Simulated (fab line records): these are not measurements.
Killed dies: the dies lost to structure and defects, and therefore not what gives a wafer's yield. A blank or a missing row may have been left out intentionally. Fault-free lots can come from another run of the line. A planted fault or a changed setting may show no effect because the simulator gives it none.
Chamber matching | flow n5Finfet | N5_BEOL_M11_CURE_71 on uvCure-03 has 3 sister chambers
The step cures SiCOH lowk, time 240 s. 20 wafers are shown with their chamber, then 10 later ones without.

## WAFERS PAIRED WITH THEIR CHAMBERS
wafer  | chamber | wafer_temp_C_max | lampPowerPct (%)
L074.1 | 2       | 386.2            | 52.35
L074.5 | 2       | 386.2            | 52.28
L074.6 | 2       | 386.8            | 52.39
L074.2 | 2       | 386.2            | 52.24
L074.3 | 2       | 386.4            | 52.23
L074.4 | 2       | 385.9            | 52.27
L075.3 | 2       | 385.9            | 52.39
L075.4 | 2       | 386.4            | 52.25
L075.6 | 2       | 386.1            | 52.28
L083.1 | 2       | 386.1            | 52.41
L083.2 | 2       | 386.1            | 52.25
L083.3 | 2       | 386.7            | 52.26
L083.4 | 2       | 386.2            | 52.25
L083.5 | 2       | 386.2            | 52.30
L083.6 | 2       | 386.2            | 52.26
L086.1 | 0       | 388.0            | 52.38
L086.3 | 0       | 387.2            | 52.29
L086.4 | 0       | 387.4            | 52.28
L084.2 | 1       | 385.7            | 52.39
L084.4 | 1       | 385.9            | 52.33

SIGNATURES (means of the wafers above)
reading          | chamber 0 | chamber 1 | chamber 2 | scatter within a chamber
wafer_temp_C_max | 387.533   | 385.800   | 386.240   | 0.27
lampPowerPct     | 52.3167   | 52.3600   | 52.2940   | 0.0589
Rule: distance of a wafer from a chamber = root of the sum over the readings of ((wafer's reading minus chamber's mean) / reading's scatter) squared. The wafer belongs to the nearest chamber; if the next one is less than 2 further off, it can't be placed. How the scatter is found: for the shown wafers, subtract from each reading the mean of its chamber, square and add these, divide the total by (wafers less chambers), then take the root.

## WAFERS MISSING THEIR CHAMBER
wafer  | wafer_temp_C_max | lampPowerPct (%)
L084.5 | 385.7            | 52.27
L091.2 | 386.3            | 52.31
L091.5 | 386.3            | 52.27
L091.6 | 386.5            | 52.20
L093.1 | 385.5            | 52.28
L093.2 | 385.6            | 52.30
L093.5 | 385.7            | 52.31
L093.3 | 385.5            | 52.37
L093.4 | 385.6            | 52.36
L093.6 | 385.8            | 52.29

## CHAMBER TAKEN BY EACH
wafer  | from the rows above     | in truth
L084.5 | can't be placed: 1 or 2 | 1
L091.2 | can't be placed: 2 or 1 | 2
L091.5 | can't be placed: 2 or 1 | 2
L091.6 | can't be placed: 2 or 1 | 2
L093.1 | can't be placed: 1 or 2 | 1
L093.2 | can't be placed: 1 or 2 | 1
L093.5 | can't be placed: 1 or 2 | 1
L093.3 | can't be placed: 1 or 2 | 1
L093.4 | can't be placed: 1 or 2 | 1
L093.6 | can't be placed: 1 or 2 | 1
Correctly placed: 0 of 10. Unplaceable from these rows: 10, with the true chamber sitting among the candidates in 10. Wrongly placed: 0.
